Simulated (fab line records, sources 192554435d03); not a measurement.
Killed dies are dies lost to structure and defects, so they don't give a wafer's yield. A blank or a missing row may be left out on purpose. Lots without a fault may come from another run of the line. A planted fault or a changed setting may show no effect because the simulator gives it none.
A struck lot beside a sound one | flow n5_finfet | 16 steps out of a route of 1938
Sound: wafers L279.1, L279.2, L279.5. Struck: wafer L294.4. (L294.3 of the same lot was not struck and is left out.) The cause comes at the end.
At each step with rows: each side's tool, then ch and its chambers, then its first start. Under that, the readings that differ: sound wafers | struck wafers | difference of the means | sigmas: that difference in standard deviations of wafers without a fault.
alike: readings whose means differ by less than 2 such deviations, and words and numbers that are the same on both sides. not compared: withheld readings, readings that some wafer has no value for, bounds like >300 that may hide the same value, and numbers for which the record gives no deviation and whose values overlap.
The two part at a step that has a row with sigmas, a row that says differs or no value, or rows on one side only. Numbers that don't overlap but have no deviation are shown without sigmas and don't part them. A reading that every wafer of one side lacks parts them only if that side has two wafers or more.

N5_BEOL_M1_DESCUM_16: chemistry O2, time 7 s.
  sound on rie_diel-04 ch 0,1, day 6 06:58; struck on rie_diel-06 ch 3, day 10 01:02
  reading                | sound             | struck | difference | sigmas
  throttle_valve_pct (%) | 20.66 20.49 20.65 | 20.05  | -0.55      | -3
  alike: drypump_motor_current_A, oes_product_au, rf_vpp_V, showerhead_plenum_p_Torr
  not compared: rf_hours_counter_h
then, 1 step without rows for these wafers: N5_BEOL_M1_ETCH_74 (etches underlayer in N2/H2, target depth 6.5 nm, time 5.2 s).
N5_BEOL_M1_ETCH_63: etches SiARC in CF4, target depth 15.6 nm, time 26 s.
  sound on rie_diel-04 ch 0,1, day 6 07:01; struck on rie_diel-06 ch 3, day 10 01:05
  reading                         | sound          | struck | difference | sigmas
  showerhead_plenum_p_Torr (Torr) | 2.11 2.11 2.11 | 2.26   | +0.15      | +2
  alike: drypump_motor_current_A, etch_rf_on_time_s, oes_product_au, rf_vpp_V, throttle_valve_pct
  not compared: rf_hours_counter_h
then, 3 steps without rows for these wafers: N5_BEOL_M1_ETCH_64 (etches SOC in N2/H2, target depth 75 nm, overetch 15 nm, time 112.5 s); N5_BEOL_M1_STRIP_65 (strips in N2/H2); N5_BEOL_M1_STRIP_75 (strips in N2/H2).
N5_BEOL_M1_STRIP_66: strips in CF4.
  sound on rie_diel-04 ch 0,1, day 6 07:10; struck on rie_diel-06 ch 3, day 10 01:14
  alike: drypump_motor_current_A, oes_product_au, rf_vpp_V, showerhead_plenum_p_Torr, throttle_valve_pct
  not compared: rf_hours_counter_h
N5_BEOL_M1_HM_OPEN_17: chemistry Cl2/BCl3, target TiN, target depth 20 nm, overetch 6 nm.
  sound on rie_metal-02 ch 0,1, day 6 07:13; struck on rie_metal-02 ch 1, day 10 01:18
  alike: drypump_motor_current_A, oes_ar_750_au, oes_product_au, throttle_valve_pct
  not compared: rf_hours_counter_h
N5_BEOL_M1_STRIP_19: strips in O2.
  sound on rie_diel-06 ch 0,1,3, day 6 07:23; struck on rie_diel-06 ch 0, day 10 01:23
  alike: drypump_motor_current_A, oes_product_au, rf_vpp_V, showerhead_plenum_p_Torr, throttle_valve_pct
  not compared: rf_hours_counter_h
N5_BEOL_M1_CD_MEAS_18: pitch 36 nm, target cd 18 nm.
  sound on cd_sem-03, day 6 07:28; struck on cd_sem-02, day 10 01:28
  alike: cd_nm
then, 2 steps without rows for these wafers: N5_BEOL_M1_COAT_67 (time 60 s, resist thk 60 nm); N5_BEOL_M1_COAT_68 (time 60 s, resist thk 12 nm).
N5_BEOL_M1_COAT_76: time 60 s, resist thk 5 nm.
  sound on litho_track-02 ch 0, day 6 07:30; struck on litho_track-02 ch 0, day 10 01:30
  reading          | sound             | struck | difference | sigmas
  run_length_s (s) | 66.01 66.37 66.24 | 69.20  | +2.99      | +23
  alike: dispense_pressure_kPa
then, 1 step without rows for these wafers: N5_BEOL_M1_COAT_22 (resist thk 30 nm).
N5_BEOL_M4_RC_MEAS_101:
  sound on prober-02 ch 0, day 8 01:46; struck on prober-02 ch 0, day 11 22:59
  reading       | sound          | struck | difference | sigmas
  SS_P (mV/dec) | 73.0 72.9 73.5 | 75.0   | +1.9       | +2
  alike: DIBL_N, DIBL_P, IOFF_N, IOFF_P, ION_N, ION_P, SS_N, VT_N, VT_P
-- the record jumps here: 5 days lie between the struck wafers' starts before and after (it left off in module BEOL_M4 and takes up again in module PASSIVATION, whose first step shown is number 1936 of the route) --
N5_PASSIVATION_PROBE_49:
  the record has rows for the struck wafers here (prober-02, day 16 20:43) and none for the sound ones

WHERE THEY PART
First at N5_BEOL_M1_DESCUM_16; last, within this record, at N5_PASSIVATION_PROBE_49.

WHY: what the simulator had put in
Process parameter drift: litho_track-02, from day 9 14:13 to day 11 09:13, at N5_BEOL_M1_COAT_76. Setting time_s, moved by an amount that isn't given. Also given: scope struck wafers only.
